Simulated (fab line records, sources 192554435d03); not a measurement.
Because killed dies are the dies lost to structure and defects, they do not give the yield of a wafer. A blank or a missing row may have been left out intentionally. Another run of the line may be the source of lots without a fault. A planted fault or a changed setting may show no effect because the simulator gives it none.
Chamber matching :: flow n5-finfet :: rie-diel-04 running N5_FIN_SAQP_DESCUM_21: 4 sister chambers
The step chemistry O2, time 7.9 s. 14 wafers are shown with their chamber, then 7 later ones without.

== WAFERS PAIRED WITH THEIR CHAMBERS ==
wafer: L075.2
chamber: 1
showerhead-plenum-p-Torr (Torr): 2.16
throttle-valve-pct (%): 20.39
oes-product-au (a.u.): 0.70

wafer: L075.4
chamber: 2
showerhead-plenum-p-Torr (Torr): 2.03
throttle-valve-pct (%): 20.72
oes-product-au (a.u.): 0.76

wafer: L075.6
chamber: 1
showerhead-plenum-p-Torr (Torr): 2.16
throttle-valve-pct (%): 20.41
oes-product-au (a.u.): 0.70

wafer: L077.1
chamber: 2
showerhead-plenum-p-Torr (Torr): 2.03
throttle-valve-pct (%): 20.74
oes-product-au (a.u.): 0.76

wafer: L077.4
chamber: 0
showerhead-plenum-p-Torr (Torr): 2.13
throttle-valve-pct (%): 20.85
oes-product-au (a.u.): 0.80

wafer: L077.5
chamber: 2
showerhead-plenum-p-Torr (Torr): 2.03
throttle-valve-pct (%): 20.75
oes-product-au (a.u.): 0.76

wafer: L081.1
chamber: 0
showerhead-plenum-p-Torr (Torr): 2.13
throttle-valve-pct (%): 20.89
oes-product-au (a.u.): 0.79

wafer: L081.3
chamber: 1
showerhead-plenum-p-Torr (Torr): 2.16
throttle-valve-pct (%): 20.41
oes-product-au (a.u.): 0.70

wafer: L081.4
chamber: 2
showerhead-plenum-p-Torr (Torr): 2.02
throttle-valve-pct (%): 20.75
oes-product-au (a.u.): 0.74

wafer: L085.2
chamber: 2
showerhead-plenum-p-Torr (Torr): 2.02
throttle-valve-pct (%): 20.76
oes-product-au (a.u.): 0.74

wafer: L085.3
chamber: 3
showerhead-plenum-p-Torr (Torr): 1.99
throttle-valve-pct (%): 20.27
oes-product-au (a.u.): 0.72

wafer: L085.4
chamber: 0
showerhead-plenum-p-Torr (Torr): 2.12
throttle-valve-pct (%): 20.88
oes-product-au (a.u.): 0.78

wafer: L093.1
chamber: 0
showerhead-plenum-p-Torr (Torr): 2.12
throttle-valve-pct (%): 20.89
oes-product-au (a.u.): 0.77

wafer: L093.4
chamber: 3
showerhead-plenum-p-Torr (Torr): 1.98
throttle-valve-pct (%): 20.30
oes-product-au (a.u.): 0.71

SIGNATURES, as means of the wafers listed above
reading: showerhead-plenum-p-Torr
chamber 0: 2.1250
chamber 1: 2.1600
chamber 2: 2.0260
chamber 3: 1.9850
scatter within a chamber: 0.0052

reading: throttle-valve-pct
chamber 0: 20.8775
chamber 1: 20.4033
chamber 2: 20.7440
chamber 3: 20.2850
scatter within a chamber: 0.0165

reading: oes-product-au
chamber 0: 0.7850
chamber 1: 0.7000
chamber 2: 0.7520
chamber 3: 0.7150
scatter within a chamber: 0.0101
Rule: a wafer lies at a distance from a chamber equal to the root of the sum of squares, over the readings, of (its reading less the chamber's mean, divided by the reading's scatter). If the next closest chamber is less than 2 further off than the closest, the wafer can't be placed; otherwise it belongs to the closest. The scatter: take each reading less its chamber's mean, square it, sum over the shown wafers, divide by the number of wafers less the number of chambers, and take the root.

== WAFERS WITH NO CHAMBER GIVEN ==
wafer: L093.6
showerhead-plenum-p-Torr (Torr): 2.12
throttle-valve-pct (%): 20.90
oes-product-au (a.u.): 0.77

wafer: L094.1
showerhead-plenum-p-Torr (Torr): 2.15
throttle-valve-pct (%): 20.47
oes-product-au (a.u.): 0.66

wafer: L094.2
showerhead-plenum-p-Torr (Torr): 1.98
throttle-valve-pct (%): 20.28
oes-product-au (a.u.): 0.71

wafer: L094.5
showerhead-plenum-p-Torr (Torr): 1.98
throttle-valve-pct (%): 20.31
oes-product-au (a.u.): 0.70

wafer: L096.2
showerhead-plenum-p-Torr (Torr): 2.02
throttle-valve-pct (%): 20.78
oes-product-au (a.u.): 0.72

wafer: L096.4
showerhead-plenum-p-Torr (Torr): 2.02
throttle-valve-pct (%): 20.78
oes-product-au (a.u.): 0.72

wafer: L096.5
showerhead-plenum-p-Torr (Torr): 2.02
throttle-valve-pct (%): 20.77
oes-product-au (a.u.): 0.72

== WHICH CHAMBER EACH ONE RAN IN ==
wafer: L093.6
from the rows above: 0
in truth: 0

wafer: L094.1
from the rows above: 1
in truth: 1

wafer: L094.2
from the rows above: 3
in truth: 3

wafer: L094.5
from the rows above: 3
in truth: 3

wafer: L096.2
from the rows above: 2
in truth: 2

wafer: L096.4
from the rows above: 2
in truth: 2

wafer: L096.5
from the rows above: 2
in truth: 2
Correctly placed: 7 of 7. Left unplaced by these rows: 0. Number placed wrongly: 0.
